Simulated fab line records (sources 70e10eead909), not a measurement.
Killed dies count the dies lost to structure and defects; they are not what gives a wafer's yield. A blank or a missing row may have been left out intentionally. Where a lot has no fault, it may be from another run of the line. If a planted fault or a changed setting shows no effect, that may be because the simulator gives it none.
A lot that was struck, set against a sound lot / flow nand-harc / 41 steps out of a route of 1302
Sound: these wafers, L524.1, L524.3, L524.4. Struck: wafer L531.6. (L531.3, L531.4 of the same lot were not struck and are left out.) The cause comes at the end.
Each step with rows lists, per side, the tool, then ch with its chambers, then its first start. Under that, the readings that differ: sound wafers / struck wafers / difference of the means / sigmas: that difference in standard deviations of wafers without a fault.
alike: same words and numbers on both sides, and readings whose means sit less than 2 such deviations apart. not compared: any withheld reading, any reading some wafer has no value for, any bound like >300 that may hide the same value, and any number with overlapping values for which the record gives no deviation.
Wherever a step has rows on one side only, a row that says differs or no value, or a row with sigmas, the two part there. Numbers that have no deviation but don't overlap get no sigmas and don't part them. A reading missing from all wafers of one side parts the sides only when that side holds two or more wafers.

first, 2 steps without rows for these wafers: NHARC_P_STI_PEB_07 (peb time 80 s); NHARC_P_STI_DEVELOP_08 (time 50 s).
NHARC_P_STI_CD_MEAS_09 targets a cd of 200 nm.
  sound on cd-sem-01 ch 0, day 6 04:40; struck on cd-sem-02 ch 0, day 9 00:23
reading=cd-nm (nm); sound=202.0 201.6 201.0; struck=198.0; difference=-3.5; sigmas=-2
NHARC_P_STI_OVL_MEAS_10:
  sound: overlay-02 at day 6 04:45; struck: overlay-01 at day 9 00:28
reading=overlay-x-nm (nm); sound=0 0 0; struck=15; difference=+15; sigmas=+3
  alike: overlay-y-nm
NHARC_P_STI_INSPECT_11:
  sound: defect-inspect-01 at day 6 04:47; struck: defect-inspect-01 at day 9 00:30
  alike: raw-defect-count
then, 1 step without rows for these wafers: NHARC_P_STI_HARDBAKE_13 (time 65 s).
NHARC_P_STI_DESCUM_14: chemistry O2, time 3 s.
  sound on rie-diel-08 ch 0,1,2, day 6 04:55; struck on rie-diel-12 ch 0, day 9 00:38
  alike: drypump-motor-current-A, o2-flow-sccm, oes-product-au, rf-vpp-V, showerhead-plenum-p-Torr, throttle-valve-pct
  not compared: rf-hours-counter-h
NHARC_P_STI_ETCH_42: etches the open film in N2/H2, target depth 80 nm, overetch 24 nm, time 61 s.
  sound on rie-diel-08 ch 0,1,2, day 6 05:01; struck on rie-diel-12 ch 0, day 9 00:43
  alike: drypump-motor-current-A, oes-product-au, rf-vpp-V, showerhead-plenum-p-Torr, throttle-valve-pct
  not compared: rf-hours-counter-h
NHARC_P_STI_ETCH_31: etches the open film in CF4/CHF3, target depth 108.9 nm, time 54.5 s.
  sound: rie-diel-08 ch 0,2,3; struck: rie-diel-12 ch 3
  alike: drypump-motor-current-A, oes-product-au, rf-vpp-V, showerhead-plenum-p-Torr, throttle-valve-pct
  not compared: rf-hours-counter-h
NHARC_P_STI_ETCH_15: etches the open film in HBr/Cl2, target depth 300 nm, time 100.1 s.
  sound on rie-si-05 ch 1,2,3, day 6 05:11; struck on rie-si-02 ch 1, day 9 00:55
reading=drypump-motor-current-A (A); sound=6.3 6.3 6.1; struck=5.2; difference=-1.0; sigmas=-2
  alike: oes-product-au, throttle-valve-pct
  not compared: rf-hours-counter-h
NHARC_P_STI_CD_MEAS_16:
  sound: cd-sem-02 at day 6 05:22; struck: cd-sem-01 at day 9 01:05
  alike: cd-nm
NHARC_P_STI_OCD_MEAS_17:
  sound: ocd-02 at day 6 05:26; struck: ocd-01 at day 9 01:10
reading=trench-depth-nm (nm); sound=303 306 299; struck=293; difference=-10; sigmas=-3
  alike: trench-foot-cd-nm
NHARC_P_STI_STRIP_19: strips in SPM, time 900 s.
  sound on wet-bench-01 ch 0,3,6, day 6 05:30; struck on wet-bench-01 ch 0,1,4, day 9 01:13
then, 2 steps without rows for these wafers: NHARC_P_STI_PRECLEAN_32 (cleans in SC1); NHARC_P_STI_SRD_23.
NHARC_P_STI_OCD_MEAS_43:
  sound: ocd-01 at day 6 05:57; struck: ocd-02 at day 9 01:40
reading=trench-depth-nm (nm); sound=302 306 299; struck=294; difference=-8; sigmas=-2
  alike: trench-foot-cd-nm
then, 3 steps without rows for these wafers: NHARC_P_STI_OXIDE_33 (material SiO2, target thk 10 nm, ox time 281 s); NHARC_P_STI_HDPCVD_20 (deposits SiO2); NHARC_P_STI_ANNEAL_34 (time 1800 s).
NHARC_P_STI_CMP_21: polishes, t overpolish 20 s, target thk 380.67 nm.
  sound on cmp-03 ch 0,1,3, day 7 04:29; struck on cmp-03 ch 0, day 9 20:45
  alike: motor-current-A, overpolish-run-s
then, 19 steps without rows for these wafers: NHARC_P_STI_SRD_35; NHARC_P_STI_ETCH_36 (etches SiO2 in dHF, target depth 38.8 nm); NHARC_P_STI_STRIP_24 (strips Si3N4 in H3PO4); NHARC_P_STI_ETCH_37 (etches SiO2 in dHF, target depth 11 nm); NHARC_P_STI_PRECLEAN_38 (cleans in SC1); NHARC_P_STI_SRD_39; NHARC_P_STI_OXIDE_40 (material SiO2, target thk 10 nm, ox time 1362 s); NHARC_P_GATE_ETCH_69 (etches SiO2 in dHF, target depth 14 nm); NHARC_P_GATE_PRECLEAN_70 (cleans in SC1); NHARC_P_GATE_SRD_01; NHARC_P_GATE_OXIDE_02 (material SiO2, target thk 37.5 nm, ox time 365 s); NHARC_P_GATE_DEHYDRATE_03 (time 120 s); NHARC_P_GATE_HMDS_04 (time 30 s); NHARC_P_GATE_COAT_05; NHARC_P_GATE_SOFTBAKE_06 (time 95 s); NHARC_P_GATE_EBR_07; NHARC_P_GATE_EXPOSE_08 (exposes mask P HV); NHARC_P_GATE_PEB_09 (peb time 85 s); NHARC_P_GATE_DEVELOP_10 (time 70 s).
NHARC_P_GATE_CD_MEAS_11 targets a cd of 1640 nm.
  sound on cd-sem-01 ch 0, day 7 21:52; struck on cd-sem-02 ch 0, day 10 10:42
  alike: cd-nm
-- jump in the record: it breaks off in module P_GATE and resumes in module END (first step shown: number 1302 of the route), and 20 days separate the struck wafers' starts before and after --
NHARC_END_SORT_01:
  sound on prober-02 ch 0, day 28 17:11; struck on prober-01 ch 0, day 30 17:35
reading=killed-at-periphery; sound=2 1 2; struck=45; difference=+43; sigmas=+18
reading=killed-dies; sound=54 62 64; struck=102; difference=+42; sigmas=+2
  alike: killed-at-array, killed-at-other, killed-open, killed-short

WHERE THEY PART
Earliest at NHARC_P_STI_CD_MEAS_09; latest, in this record, at NHARC_END_SORT_01.

WHY: what had been put in by the simulator
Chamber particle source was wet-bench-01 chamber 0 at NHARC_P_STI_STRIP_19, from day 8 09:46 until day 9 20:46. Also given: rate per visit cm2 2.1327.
